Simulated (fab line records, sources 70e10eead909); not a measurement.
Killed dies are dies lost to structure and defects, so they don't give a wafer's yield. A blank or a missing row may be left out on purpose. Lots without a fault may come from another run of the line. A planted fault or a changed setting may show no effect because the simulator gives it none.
Chamber matching | flow nand_harc | NHARC_A_M0_ETCH_34 on rie_diel-07: 4 sister chambers
The step etches the open film in N2/H2, target depth 40 nm, overetch 12 nm, time 43.94 s. 16 wafers are shown with their chamber, then 8 later ones without.

WAFERS WITH THEIR CHAMBER
wafer  | chamber | showerhead_plenum_p_Torr (Torr) | drypump_motor_current_A (A) | rf_vpp_V (V)
L076.1 | 3       | 2.06                            | 5.1                         | 429.6
L076.3 | 0       | 2.00                            | 6.1                         | 429.5
L076.5 | 3       | 2.06                            | 5.1                         | 431.0
L079.3 | 0       | 2.00                            | 6.1                         | 430.7
L079.5 | 2       | 1.97                            | 5.2                         | 429.8
L079.6 | 3       | 2.06                            | 5.0                         | 431.1
L077.3 | 1       | 1.93                            | 6.0                         | 428.3
L077.5 | 3       | 2.06                            | 5.0                         | 431.5
L077.6 | 0       | 2.00                            | 6.0                         | 428.9
L083.2 | 0       | 2.00                            | 6.1                         | 428.8
L083.4 | 1       | 1.93                            | 6.0                         | 427.2
L083.6 | 1       | 1.93                            | 6.0                         | 428.1
L086.2 | 3       | 2.06                            | 5.0                         | 431.6
L086.4 | 1       | 1.93                            | 6.0                         | 427.7
L086.6 | 2       | 1.96                            | 5.2                         | 428.4
L089.1 | 0       | 2.00                            | 6.0                         | 429.8

SIGNATURES (means of the wafers above)
reading                  | chamber 0 | chamber 1 | chamber 2 | chamber 3 | scatter within a chamber
showerhead_plenum_p_Torr | 2.0000    | 1.9300    | 1.9650    | 2.0600    | 0.00204
drypump_motor_current_A  | 6.060     | 6.000     | 5.200     | 5.040     | 0.0447
rf_vpp_V                 | 429.540   | 427.825   | 429.100   | 430.960   | 0.743
Rule: a wafer's distance from a chamber is the root of the sum, over the readings, of the square of ((its reading less the chamber's mean) divided by the reading's scatter). The wafer belongs to the nearest chamber; if the next one is less than 2 further off, it can't be placed. The scatter: the root of (the sum of the squares of (reading less its chamber's mean) over the shown wafers, divided by (wafers less chambers)).

WAFERS WITHOUT THEIR CHAMBER
wafer  | showerhead_plenum_p_Torr (Torr) | drypump_motor_current_A (A) | rf_vpp_V (V)
L089.4 | 2.06                            | 5.0                         | 430.6
L089.5 | 2.00                            | 6.1                         | 429.4
L096.3 | 1.92                            | 6.0                         | 425.7
L096.5 | 1.96                            | 5.2                         | 429.5
L096.6 | 2.06                            | 5.0                         | 430.9
L097.1 | 1.93                            | 5.9                         | 428.4
L097.2 | 1.96                            | 5.2                         | 428.4
L097.4 | 2.00                            | 6.0                         | 430.8

WHICH CHAMBER EACH WENT THROUGH
wafer  | from the rows above | in truth
L089.4 | 3                   | 3
L089.5 | 0                   | 0
L096.3 | 1                   | 1
L096.5 | 2                   | 2
L096.6 | 3                   | 3
L097.1 | 1                   | 1
L097.2 | 2                   | 2
L097.4 | 0                   | 0
Placed correctly: 8 of 8. Can't be placed from these rows: 0. Placed wrongly: 0.
